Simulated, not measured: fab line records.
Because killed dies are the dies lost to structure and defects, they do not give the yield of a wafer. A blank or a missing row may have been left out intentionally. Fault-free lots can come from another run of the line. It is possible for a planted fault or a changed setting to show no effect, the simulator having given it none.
Which tool was responsible? :: flow nand harc :: 36 wafers from 12 lots sampled at 3 of the route's 1302 steps

== WHAT THE GAUGES SHOWED, per wafer ==
NHARC_P_GATE_CD_MEAS_11: the cd target is 1640 nm.
lot: L075
measured: day 4 20:41
on: cd sem-03
cd nm (nm): 1638.8 1638.5 1642.8

lot: L077
measured: day 5 12:19
on: cd sem-03
cd nm (nm): 1642.8 1640.1 1638.5

lot: L079
measured: day 6 15:26
on: cd sem-02
cd nm (nm): 1638.1 1640.8 1636.1

lot: L081
measured: day 7 06:14
on: cd sem-02
cd nm (nm): 1640.6 1638.4 1639.7

lot: L083
measured: day 8 11:05
on: cd sem-03
cd nm (nm): 1641.3 1639.0 1644.9

lot: L085
measured: day 9 00:47
on: cd sem-02
cd nm (nm): 1642.2 1642.4 1640.4

lot: L087
measured: day 9 18:00
on: cd sem-03
cd nm (nm): 1639.7 1637.9 1640.5

lot: L089
measured: day 10 11:25
on: cd sem-01
cd nm (nm): 1638.3 1637.1 1642.9

lot: L091
measured: day 11 08:47
on: cd sem-03
cd nm (nm): 1639.7 1641.7 1638.5

lot: L093
measured: day 12 07:41
on: cd sem-02
cd nm (nm): 1638.0 1642.9 1641.4

lot: L095
measured: day 13 04:37
on: cd sem-01
cd nm (nm): 1640.7 1643.7 1641.7

lot: L097
measured: day 13 20:20
on: cd sem-02
cd nm (nm): 1641.0 1640.6 1641.3

== EACH LOT AND THE TOOL THAT RAN IT (in order: tool; ch and the chambers of the sampled wafers; start) ==
lot: L075
NHARC_P_STI_DESCUM_14: rie diel-09 ch 0,2,3, day 3 09:11
NHARC_P_STI_ETCH_42: rie diel-09 ch 2,3, day 3 09:18

lot: L077
NHARC_P_STI_DESCUM_14: rie diel-09 ch 0,1,2, day 4 00:25
NHARC_P_STI_ETCH_42: rie diel-09 ch 0,1, day 4 00:29

lot: L079
NHARC_P_STI_DESCUM_14: rie diel-09 ch 0,1, day 4 23:58
NHARC_P_STI_ETCH_42: rie diel-09 ch 0,1,3, day 5 00:03

lot: L081
NHARC_P_STI_DESCUM_14: rie diel-04 ch 1,2, day 5 17:40
NHARC_P_STI_ETCH_42: rie diel-04 ch 0,1,2, day 5 17:46

lot: L083
NHARC_P_STI_DESCUM_14: rie diel-10 ch 1,2,3, day 6 18:26
NHARC_P_STI_ETCH_42: rie diel-10 ch 1,2,3, day 6 18:30

lot: L085
NHARC_P_STI_DESCUM_14: rie diel-10 ch 0,1,3, day 7 09:36
NHARC_P_STI_ETCH_42: rie diel-10 ch 2,3, day 7 09:41

lot: L087
NHARC_P_STI_DESCUM_14: rie diel-09 ch 1,2,3, day 8 06:15
NHARC_P_STI_ETCH_42: rie diel-09 ch 1,2,3, day 8 06:20

lot: L089
NHARC_P_STI_DESCUM_14: rie diel-10 ch 0,1, day 9 03:06
NHARC_P_STI_ETCH_42: rie diel-10 ch 0,1,2, day 9 03:11

lot: L091
NHARC_P_STI_DESCUM_14: rie diel-04 ch 0,1,2, day 9 21:23
NHARC_P_STI_ETCH_42: rie diel-04 ch 0,2,3, day 9 21:28

lot: L093
NHARC_P_STI_DESCUM_14: rie diel-09 ch 0,3, day 10 19:13
NHARC_P_STI_ETCH_42: rie diel-09 ch 1,2,3, day 10 19:19

lot: L095
NHARC_P_STI_DESCUM_14: rie diel-10 ch 0,1, day 11 15:41
NHARC_P_STI_ETCH_42: rie diel-10 ch 0,1, day 11 15:46

lot: L097
NHARC_P_STI_DESCUM_14: rie diel-10 ch 1,2,3, day 12 09:55
NHARC_P_STI_ETCH_42: rie diel-10 ch 1,2, day 12 10:00
- NHARC_P_STI_DESCUM_14: chemistry O2, time 3 s.
- NHARC_P_STI_ETCH_42: etches the open film in N2/H2, target depth 80 nm, overetch 24 nm, time 61 s.

== THE ANSWER, worked out from the rows above alone ==
Rule: usual is defined by the lots themselves. The widest of any qualifying gaps counts: lots, ordered by their means at a reading, are off when they make up no more than a third of the lots, leave a main group of 4 or more, and stand apart from it by 3 or more times the standard deviation of that group's means. Not used: any main group whose means are identical at the precision the tables above print for the reading. A lot without any number at a reading at which 4 lots or more have one is off too. All remaining lots with rows at the step are treated as sound.
No lot is off at any reading shown: from this, nothing can be told.

== WHAT THE SIMULATOR HAD INSERTED ==
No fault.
